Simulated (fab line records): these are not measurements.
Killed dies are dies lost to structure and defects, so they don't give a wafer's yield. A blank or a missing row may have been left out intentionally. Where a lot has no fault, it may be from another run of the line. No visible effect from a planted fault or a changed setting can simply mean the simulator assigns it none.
What tool caused it? || flow nand-harc || 6 lots, 18 wafers sampled, at 4 steps of a route of 1159

## WHAT THE GAUGES SHOWED, per wafer
NHARC_END_SORT_01.
{"lot": "L594", "measured": "day 22 11:03", "on": "prober-02", "killed-short": "3 2 5"}
{"lot": "L600", "measured": "day 23 20:45", "on": "prober-02", "killed-short": "4 2 2"}

## WHICH TOOL RAN EACH LOT (tool, then ch and the chambers of the sampled wafers, then the start)
{"lot": "L582", "NHARC_A_M0_CMP_23": "cmp-03 ch 0,2,3, day 17 23:36", "NHARC_A_M0_PRE_CLEAN_31": "pecvd-01 ch 0,1,2, day 18 00:08", "NHARC_A_M1_ETCH_35": "rie-diel-05 ch 0,1,2, day 18 01:52"}
{"lot": "L584", "NHARC_A_M0_CMP_23": "cmp-01 ch 0,1,3, day 18 06:44", "NHARC_A_M0_PRE_CLEAN_31": "pecvd-04 ch 0,1,2, day 18 07:13", "NHARC_A_M1_ETCH_35": "rie-diel-05 ch 1,2, day 18 08:47"}
{"lot": "L594", "NHARC_A_M0_CMP_23": "cmp-04 ch 2,3, day 20 17:30", "NHARC_A_M0_PRE_CLEAN_31": "pecvd-01 ch 0,1, day 20 18:02", "NHARC_A_M1_ETCH_35": "rie-diel-09 ch 0,1, day 20 19:32"}
{"lot": "L598", "NHARC_A_M0_CMP_23": "cmp-01 ch 0,1,3, day 21 19:01", "NHARC_A_M0_PRE_CLEAN_31": "pecvd-04 ch 0,2, day 21 19:35", "NHARC_A_M1_ETCH_35": "rie-diel-10 ch 0,1,2, day 21 21:04"}
{"lot": "L600", "NHARC_A_M0_CMP_23": "cmp-03 ch 0,1, day 22 03:35", "NHARC_A_M0_PRE_CLEAN_31": "pecvd-04 ch 0,1,2, day 22 04:12", "NHARC_A_M1_ETCH_35": "rie-diel-10 ch 2,3, day 22 05:46"}
{"lot": "L604", "NHARC_A_M0_CMP_23": "cmp-03 ch 0,1, day 23 17:32", "NHARC_A_M0_PRE_CLEAN_31": "pecvd-04 ch 0,1,2, day 23 18:04", "NHARC_A_M1_ETCH_35": "rie-diel-05 ch 0,2,3, day 23 19:32"}
- NHARC_A_M0_CMP_23: polishes, t overpolish 20 s, target thk 113.75 nm.
- NHARC_A_M0_PRE_CLEAN_31: time 12 s.
- NHARC_A_M1_ETCH_35: etches the open film in N2/H2, target depth 40 nm, overetch 12 nm, time 43.94 s.

## THE ANSWER, worked out from the rows above alone
Rule: usual is defined by the lots themselves. The widest of any qualifying gaps counts: lots, ordered by their means at a reading, are off when they make up no more than a third of the lots, leave a main group of 4 or more, and stand apart from it by 3 or more times the standard deviation of that group's means. The tables above print the reading to a certain number of digits; a main group whose means all agree to those digits is not used. Also off: a lot with no number at a reading for which 4 or more lots have one. The other lots that the step has rows for count as sound.
None of the lots is off at any reading shown; this tells nothing.

## WHAT WAS PUT IN BY THE SIMULATOR
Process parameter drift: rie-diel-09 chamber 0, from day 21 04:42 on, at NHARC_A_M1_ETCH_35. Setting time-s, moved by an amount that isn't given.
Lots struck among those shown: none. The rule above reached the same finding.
